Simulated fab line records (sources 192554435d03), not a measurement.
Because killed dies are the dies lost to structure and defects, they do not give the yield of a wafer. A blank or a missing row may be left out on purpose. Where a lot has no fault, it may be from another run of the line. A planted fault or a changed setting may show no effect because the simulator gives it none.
Chamber matching + flow n5 finfet + N5_BEOL_M11_DESCUM_33 on rie diel-06: 4 sister chambers
The step chemistry O2, time 7.9 s. 20 wafers are shown with their chamber, then 10 later ones without.

== WAFERS PAIRED WITH THEIR CHAMBERS ==
| wafer  | chamber | drypump motor current A (A) | showerhead plenum p Torr (Torr) | oes product au (a.u.) |
|--------|---------|-----------------------------|---------------------------------|-----------------------|
| L074.1 | 1       | 6.5                         | 2.08                            | 0.74                  |
| L074.3 | 0       | 5.3                         | 1.92                            | 0.73                  |
| L074.6 | 0       | 5.3                         | 1.92                            | 0.74                  |
| L081.1 | 2       | 6.1                         | 2.12                            | 0.84                  |
| L081.3 | 1       | 6.5                         | 2.07                            | 0.71                  |
| L081.4 | 0       | 5.2                         | 1.91                            | 0.72                  |
| L084.1 | 0       | 5.2                         | 1.91                            | 0.71                  |
| L084.4 | 0       | 5.3                         | 1.91                            | 0.73                  |
| L084.6 | 3       | 6.0                         | 1.97                            | 0.67                  |
| L082.3 | 0       | 5.3                         | 1.91                            | 0.72                  |
| L082.4 | 1       | 6.5                         | 2.07                            | 0.71                  |
| L082.6 | 0       | 5.3                         | 1.91                            | 0.72                  |
| L083.2 | 3       | 6.0                         | 1.97                            | 0.67                  |
| L083.4 | 3       | 6.0                         | 1.97                            | 0.67                  |
| L083.6 | 1       | 6.5                         | 2.07                            | 0.71                  |
| L085.2 | 3       | 6.0                         | 1.97                            | 0.67                  |
| L085.3 | 2       | 6.1                         | 2.12                            | 0.84                  |
| L085.4 | 1       | 6.5                         | 2.07                            | 0.71                  |
| L087.1 | 1       | 6.5                         | 2.07                            | 0.71                  |
| L087.2 | 0       | 5.3                         | 1.91                            | 0.71                  |

SIGNATURES (averages over the wafers above)
| reading                  | chamber 0 | chamber 1 | chamber 2 | chamber 3 | scatter within a chamber |
|--------------------------|-----------|-----------|-----------|-----------|--------------------------|
| drypump motor current A  | 5.275     | 6.500     | 6.100     | 6.000     | 0.0306                   |
| showerhead plenum p Torr | 1.9125    | 2.0717    | 2.1200    | 1.9700    | 0.00382                  |
| oes product au           | 0.7225    | 0.7150    | 0.8400    | 0.6700    | 0.00968                  |
Rule: a wafer's distance from a chamber is the root of the sum, over the readings, of the square of ((its reading less the chamber's mean) divided by the reading's scatter). The wafer belongs to the nearest chamber; if the next one is less than 2 further off, it can't be placed. How the scatter is found: for the shown wafers, subtract from each reading the mean of its chamber, square and add these, divide the total by (wafers less chambers), then take the root.

== WAFERS WHOSE CHAMBER IS MISSING ==
| wafer  | drypump motor current A (A) | showerhead plenum p Torr (Torr) | oes product au (a.u.) |
|--------|-----------------------------|---------------------------------|-----------------------|
| L087.5 | 6.5                         | 2.07                            | 0.72                  |
| L086.1 | 5.2                         | 1.91                            | 0.71                  |
| L086.5 | 6.1                         | 2.12                            | 0.83                  |
| L086.6 | 6.5                         | 2.07                            | 0.70                  |
| L089.2 | 6.5                         | 2.07                            | 0.71                  |
| L089.3 | 6.1                         | 2.12                            | 0.84                  |
| L089.6 | 6.5                         | 2.07                            | 0.71                  |
| L095.2 | 6.5                         | 2.06                            | 0.71                  |
| L095.5 | 6.1                         | 2.11                            | 0.82                  |
| L095.6 | 6.0                         | 2.22                            | 0.95                  |

== WHICH CHAMBER EACH ONE RAN IN ==
| wafer  | from the rows above | in truth                   |
|--------|---------------------|----------------------------|
| L087.5 | 1                   | 1                          |
| L086.1 | 0                   | 0                          |
| L086.5 | 2                   | 2                          |
| L086.6 | 1                   | 1                          |
| L089.2 | 1                   | 1                          |
| L089.3 | 2                   | 2                          |
| L089.6 | 1                   | 1                          |
| L095.2 | 1                   | 1                          |
| L095.5 | 2                   | 2                          |
| L095.6 | 2                   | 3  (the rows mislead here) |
9 of 10 placed correctly. From these rows, 0 cannot be placed. Placed wrongly: 1.
